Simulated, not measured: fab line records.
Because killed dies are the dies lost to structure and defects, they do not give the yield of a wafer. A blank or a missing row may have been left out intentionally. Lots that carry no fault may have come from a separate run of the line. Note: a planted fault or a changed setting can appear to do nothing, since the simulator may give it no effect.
Split-lot study | flow n5Finfet | 7 lots, 39 wafers read, on a route of 1938 steps

ABOUT THE SPLIT
At N5_BEOL_M0_SAQP_SPACER2_ALD_26 (deposits SiO2, target thk 15 nm, pulse time 1 s, purge time 2 s), the setting targetThkA was moved away from the recipe's 150 angstrom on 18 of the 39 wafers read, by -45.2% to +54.7%. All remaining wafers had this setting at the recipe value.

FROM THE SPLIT TO THE READING: what the file shows between them, 2 steps
- N5_BEOL_M0_SAQP_SPACER2_ETCHBACK_27: etches SiO2 in CHF3/O2, target depth 22.5 nm, time 11.25 s
- N5_BEOL_M0_SAQP_MANDREL2_REMOVE_110: chemistry HBr/Cl2/O2, target a-Si, stops on SiCN, bt time 10 s

THE READING
cdNm at N5_BEOL_M0_SAQP_CD_MEAS_29, given in nm (cd target 14.4 nm). A value of 14.99 nm with a standard deviation of 0.25 nm is what fault-free wafers of this fab line usually give.

wafer  | tool, chamber at the split | targetThkA as run, angstrom | against the recipe | cdNm, nm | against lot-mates on the recipe
L074.1 | aldSin-03, 2,1,3           | 178.1                       | +18.7%             | 17.38    | +2.60
L074.2 | aldSin-03, 2,1,3           | 178.1                       | +18.7%             | 17.87    | +3.09
L074.3 | aldSin-03, 3,2             | 150                         | recipe             | 14.88    | -
L074.4 | aldSin-03, 0               | 150                         | recipe             | 14.50    | -
L074.5 | aldSin-03, 3,2             | 150                         | recipe             | 14.95    | -
L074.6 | aldSin-03, 2,1,3           | 178.1                       | +18.7%             | 18.04    | +3.26
L075.1 | aldSin-03, 3,0             | 150                         | recipe             | 14.76    | -
L075.2 | aldSin-03, 1               | 150                         | recipe             | 14.94    | -
L075.3 | aldSin-03, 2,1,0           | 82.19                       | -45.2%             | 8.22     | -6.72
L075.4 | aldSin-03, 3,0             | 150                         | recipe             | 15.11    | -
L075.5 | aldSin-03, 2,1,0           | 82.19                       | -45.2%             | 8.07     | -6.87
L075.6 | aldSin-03, 2,1,0           | 82.19                       | -45.2%             | 7.82     | -7.12
L077.1 | aldSin-01, 1,3             | 87.81                       | -41.5%             | 9.20     | -6.12
L077.2 | aldSin-01, 2,2,3           | 150                         | recipe             | 15.15    | -
L077.3 | aldSin-01, 0               | 87.81                       | -41.5%             | 8.52     | -6.80
L077.4 | aldSin-01, 1,3             | 87.81                       | -41.5%             | 8.64     | -6.68
L077.5 | aldSin-01, 2,2,3           | 150                         | recipe             | 15.59    | -
L077.6 | aldSin-01, 2,2,3           | 150                         | recipe             | 15.23    | -
L087.1 | aldSin-02, 2,0,1           | 150                         | recipe             | 15.37    | -
L087.2 | aldSin-02, 2,0,1           | 150                         | recipe             | 15.11    | -
L087.3 | aldSin-02, 2,0,1           | 150                         | recipe             | 15.04    | -
L087.4 | aldSin-02, 3,3,0           | 232.1                       | +54.7%             | 23.13    | +7.96
L087.5 | aldSin-02, 3,3,0           | 232.1                       | +54.7%             | 23.52    | +8.35
L087.6 | aldSin-02, 3,3,0           | 232.1                       | +54.7%             | 22.96    | +7.79
L091.1 | aldSin-02, 2,3,1           | 185.7                       | +23.8%             | 18.78    | +3.77
L091.2 | aldSin-02, 2,3,1           | 185.7                       | +23.8%             | 18.73    | +3.72
L091.3 | aldSin-02, 2,3,1           | 185.7                       | +23.8%             | 18.62    | +3.61
L091.4 | aldSin-02, 0,1             | 150                         | recipe             | 15.22    | -
L091.5 | aldSin-02, 0,1             | 150                         | recipe             | 14.92    | -
L091.6 | aldSin-02, 0               | 150                         | recipe             | 14.90    | -
L094.1 | aldSin-01, 1               | 97.86                       | -34.8%             | 9.54     | -5.75
L094.2 | aldSin-01, 0               | 150                         | recipe             | 15.10    | -
L094.3 | aldSin-01, 2,3             | 97.86                       | -34.8%             | 9.77     | -5.52
L094.4 | aldSin-01, 2,3             | 97.86                       | -34.8%             | 10.11    | -5.18
L094.5 | aldSin-01, 0               | 150                         | recipe             | 15.22    | -
L094.6 | aldSin-01, 3               | 150                         | recipe             | 15.56    | -
L095.2 | aldSin-02, 0               | 150                         | recipe             | 15.03    | -
L095.4 | aldSin-02, 1               | 150                         | recipe             | 14.83    | -
L095.6 | aldSin-02, 1               | 150                         | recipe             | 14.76    | -
The file does not say which wafer passed through which chamber wherever a row lists several chambers: such a row stands for several wafers.

FIT RESULTS
A straight line over all 39 wafers: cdNm changes by +0.151 nm for each +1% of targetThkA; r = +1.00; the points scatter about the line by 0.26 nm.
The same after taking each lot's own level away (the mean of its wafers on the recipe; 39 wafers): +0.153 nm for each +1%; r = +1.00; scatter 0.23 nm.
Per that fit: largest targetThkA move, reading shift of 8.4 nm.
From 14.777 to 15.323 nm: that is the span of the lots' own levels, equal to 2.2 times the standard deviation above.
So the lot-to-lot level changes the slope little: the two slopes agree.
Check: +8.38 nm against its lot-mates is what the line predicts for one of the wafers moved furthest among these (+54.7%) when that wafer is left out of the fit. It came out at +7.96 nm against them.

OTHER SPLITS APPLIED TO THESE WAFERS
Before the reading, these wafers also passed through other splits. Each is held against what the fit with the lots' levels taken away leaves over:
other split on the same wafers | wafers away from the commonest value | r with cdNm (lot level and that fit taken away)
N5_FIN_CUT_CUT_ETCH_26 timeS   | 9                                    | -0.24
N5_SD_EPI_N_DESCUM_14 timeS    | 18                                   | -0.10
N5_GATE_CUT_ALD_22 aldCycles   | 9                                    | -0.21

THE WHOLE CHAIN: every reading that the file lists as answering this split, in the file's order
step                                | what it does                                                            | reading                                                                                    | change (the file's fit)                | r (the file's)
N5_BEOL_M0_SAQP_SPACER2_ALD_26      | deposits SiO2, target thk 15 nm, pulse time 1 s, purge time 2 s         | SiO2_of_BEOL_M0_SAQP_SPACER2_ALD_26.thkNm (the simulator's own value, which no gauge read) | +0.15 nm for each +1% of the setting   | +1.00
N5_BEOL_M0_SAQP_MANDREL2_REMOVE_110 | chemistry HBr/Cl2/O2, target a-Si, stops on SiCN, bt time 10 s          | BEOL_M0_SAQP.cdNm (the simulator's own value, which no gauge read)                         | +0.151 nm for each +1% of the setting  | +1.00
N5_BEOL_M0_SAQP_CD_MEAS_29          | target cd 14.4 nm                                                       | cdNm                                                                                       | +0.153 nm for each +1% of the setting  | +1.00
N5_BEOL_M0_CUTY_ETCH_63             | etches SOC in N2/H2, target depth 82.7 nm, overetch 16.5 nm, time 124 s | SiO2_of_BEOL_M0_SAQP_SPACER2_ALD_26.thkNm (the simulator's own value, which no gauge read) | +0.136 nm for each +1% of the setting  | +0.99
N5_BEOL_M0_ETCH_138                 | etches SiCN in CH3F/O2, target depth 12 nm, time 31.6 s                 | SiO2_of_BEOL_M0_SAQP_SPACER2_ALD_26.thkNm (the simulator's own value, which no gauge read) | +0.122 nm for each +1% of the setting  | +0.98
N5_BEOL_M0_HM_OPEN_105              | chemistry Cl2/BCl3, target TiN, target depth 12 nm                      | SiO2_of_BEOL_M0_SAQP_SPACER2_ALD_26.thkNm (the simulator's own value, which no gauge read) | +0.0984 nm for each +1% of the setting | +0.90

FILE'S OWN FIT
cdNm changes by +0.153 nm for each +1% of targetThkA, r = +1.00.
